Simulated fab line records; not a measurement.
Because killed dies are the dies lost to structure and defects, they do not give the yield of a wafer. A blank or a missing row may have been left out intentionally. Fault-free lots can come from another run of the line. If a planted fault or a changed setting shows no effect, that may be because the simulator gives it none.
Matching of chambers || flow n5 finfet || N5_DUMMY_GATE_ETCH_36 on rie diel-04 has 4 sister chambers
The step etches SiARC in CF4, target depth 13 nm. 14 wafers are shown with their chamber, then 7 later ones without.

== WAFERS, EACH WITH ITS CHAMBER ==
{"wafer": "L075.2", "chamber": 2, "throttle valve pct (%)": 15.68, "rf vpp V (V)": 183.1, "oes product au (a.u.)": 0.74}
{"wafer": "L075.4", "chamber": 0, "throttle valve pct (%)": 15.35, "rf vpp V (V)": 184.5, "oes product au (a.u.)": 0.77}
{"wafer": "L075.6", "chamber": 1, "throttle valve pct (%)": 15.92, "rf vpp V (V)": 184.7, "oes product au (a.u.)": 0.77}
{"wafer": "L077.1", "chamber": 1, "throttle valve pct (%)": 15.94, "rf vpp V (V)": 184.2, "oes product au (a.u.)": 0.76}
{"wafer": "L077.4", "chamber": 2, "throttle valve pct (%)": 15.67, "rf vpp V (V)": 182.8, "oes product au (a.u.)": 0.75}
{"wafer": "L077.6", "chamber": 2, "throttle valve pct (%)": 15.67, "rf vpp V (V)": 183.7, "oes product au (a.u.)": 0.74}
{"wafer": "L081.1", "chamber": 0, "throttle valve pct (%)": 15.37, "rf vpp V (V)": 183.7, "oes product au (a.u.)": 0.75}
{"wafer": "L081.2", "chamber": 1, "throttle valve pct (%)": 15.97, "rf vpp V (V)": 184.4, "oes product au (a.u.)": 0.76}
{"wafer": "L081.6", "chamber": 1, "throttle valve pct (%)": 15.96, "rf vpp V (V)": 186.7, "oes product au (a.u.)": 0.76}
{"wafer": "L082.1", "chamber": 1, "throttle valve pct (%)": 15.97, "rf vpp V (V)": 185.8, "oes product au (a.u.)": 0.77}
{"wafer": "L082.4", "chamber": 3, "throttle valve pct (%)": 15.69, "rf vpp V (V)": 185.2, "oes product au (a.u.)": 0.76}
{"wafer": "L082.5", "chamber": 3, "throttle valve pct (%)": 15.68, "rf vpp V (V)": 185.8, "oes product au (a.u.)": 0.76}
{"wafer": "L085.2", "chamber": 0, "throttle valve pct (%)": 15.37, "rf vpp V (V)": 184.1, "oes product au (a.u.)": 0.75}
{"wafer": "L085.5", "chamber": 1, "throttle valve pct (%)": 15.98, "rf vpp V (V)": 186.0, "oes product au (a.u.)": 0.76}

SIGNATURES (means of the wafers above)
{"reading": "throttle valve pct", "chamber 0": 15.3633, "chamber 1": 15.9567, "chamber 2": 15.6733, "chamber 3": 15.6850, "scatter within a chamber": 0.0171}
{"reading": "rf vpp V", "chamber 0": 184.100, "chamber 1": 185.300, "chamber 2": 183.200, "chamber 3": 185.500, "scatter within a chamber": 0.775}
{"reading": "oes product au", "chamber 0": 0.7567, "chamber 1": 0.7633, "chamber 2": 0.7433, "chamber 3": 0.7600, "scatter within a chamber": 0.00683}
Rule: for a wafer and a chamber, the distance is found by dividing, reading by reading, the gap between the wafer's reading and the chamber's mean by the reading's scatter, squaring, summing and taking the root. If the next closest chamber is less than 2 further off than the closest, the wafer can't be placed; otherwise it belongs to the closest. The scatter: the root of (the sum of the squares of (reading less its chamber's mean) over the shown wafers, divided by (wafers less chambers)).

== WAFERS MISSING THEIR CHAMBER ==
{"wafer": "L085.6", "throttle valve pct (%)": 15.38, "rf vpp V (V)": 184.5, "oes product au (a.u.)": 0.75}
{"wafer": "L089.1", "throttle valve pct (%)": 15.71, "rf vpp V (V)": 186.0, "oes product au (a.u.)": 0.75}
{"wafer": "L089.4", "throttle valve pct (%)": 15.70, "rf vpp V (V)": 182.6, "oes product au (a.u.)": 0.73}
{"wafer": "L089.6", "throttle valve pct (%)": 15.71, "rf vpp V (V)": 183.1, "oes product au (a.u.)": 0.74}
{"wafer": "L091.2", "throttle valve pct (%)": 16.01, "rf vpp V (V)": 184.8, "oes product au (a.u.)": 0.74}
{"wafer": "L091.5", "throttle valve pct (%)": 15.72, "rf vpp V (V)": 183.7, "oes product au (a.u.)": 0.73}
{"wafer": "L091.6", "throttle valve pct (%)": 15.70, "rf vpp V (V)": 185.4, "oes product au (a.u.)": 0.75}

== EACH ONE'S CHAMBER ==
{"wafer": "L085.6", "from the rows above": 0, "in truth": 0}
{"wafer": "L089.1", "from the rows above": 3, "in truth": 3}
{"wafer": "L089.4", "from the rows above": 2, "in truth": 2}
{"wafer": "L089.6", "from the rows above": 2, "in truth": 2}
{"wafer": "L091.2", "from the rows above": 1, "in truth": 1}
{"wafer": "L091.5", "from the rows above": "can't be placed: 2 or 3", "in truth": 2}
{"wafer": "L091.6", "from the rows above": "can't be placed: 3 or 2", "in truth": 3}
5 of 7 placed correctly. Cannot be placed on the basis of these rows: 2; the candidates contain the true chamber in 2. Number placed wrongly: 0.
